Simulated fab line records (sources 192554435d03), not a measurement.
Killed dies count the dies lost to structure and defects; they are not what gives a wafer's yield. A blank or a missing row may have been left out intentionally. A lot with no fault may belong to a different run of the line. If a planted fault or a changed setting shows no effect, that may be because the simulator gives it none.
A single fault, viewed from 2 desks -- flow n5Finfet -- each desk has only its own numbers; what lay behind them comes last

## AT THE METROLOGY DESK
Means of the sampled wafers that have a number, per lot and without regard to the tool the lot ran on: this is what the gauges read. The brackets show how far a lot's mean lies from the usual mean; more than 4 standard deviations puts the lot out of limits, marked OUT. 7 of its 10 readings are shown, namely those furthest out on some lot.
Columns: A = DIBL_N at N5_BEOL_M4_RC_MEAS_101, usual 36.2 mV/V; B = DIBL_P at N5_BEOL_M4_RC_MEAS_101, usual 36.6 mV/V; C = IOFF_P at N5_BEOL_M4_RC_MEAS_101, usual 0.21 nA/um; D = ION_N at N5_BEOL_M4_RC_MEAS_101, usual 675 uA/um; E = ION_P at N5_BEOL_M4_RC_MEAS_101, usual 460 uA/um; F = VT_N at N5_BEOL_M4_RC_MEAS_101, usual 249 mV; G = VT_P at N5_BEOL_M4_RC_MEAS_101, usual -252 mV
lot,first seen here,A,B,C,D,E,F,G
L804,day 9 02:13,36.5,36.6,0.19,670,460,251,-251
L811,day 11 02:20,35.6,35.2,0.19,665,454,251,-253
L812,day 11 04:59,36.4,36.2,0.21,666,454,249,-252
L813,day 11 06:42,37.1,38.2,0.21,664,453,249,-251
L814,day 11 09:24,34.0,35.1,0.16,663,443,251,-259
L816,day 11 23:47,35.6,36.4,0.19,678,462,250,-254
L815,day 12 01:49,34.2,33.7,0.16,655,448,254,-254
This desk's finding: nothing out of limits on any of the 7 lots.

## DESK OF THE TOOL OWNER: thermalCvdSi-01
The tool's own readings at N5_HKMG_FIN_CVD_62 (deposits a-Si from Si2H6, target thk 3 nm, time 20.8 s): means of the sampled wafers that have a number, for each lot that ran on this tool. The brackets show how far a lot's mean lies from the usual mean; more than 4 standard deviations puts the lot out of limits, marked OUT.
Columns: A = heaterPowerW at N5_HKMG_FIN_CVD_62, usual 1495 W
lot,first seen here,A
L804,day 5 07:03,1671
L811,day 7 03:46,1458
L812,day 7 13:53,1450
L813,day 7 15:23,1554
L815,day 8 04:56,1406
This desk's finding: nothing out of limits on any of the 5 lots.

## ALL TOGETHER
At the metrology desk, nothing out of limits was observed.
The tool owner's desk saw nothing out of limits.

## WHAT THE SIMULATOR PUT IN
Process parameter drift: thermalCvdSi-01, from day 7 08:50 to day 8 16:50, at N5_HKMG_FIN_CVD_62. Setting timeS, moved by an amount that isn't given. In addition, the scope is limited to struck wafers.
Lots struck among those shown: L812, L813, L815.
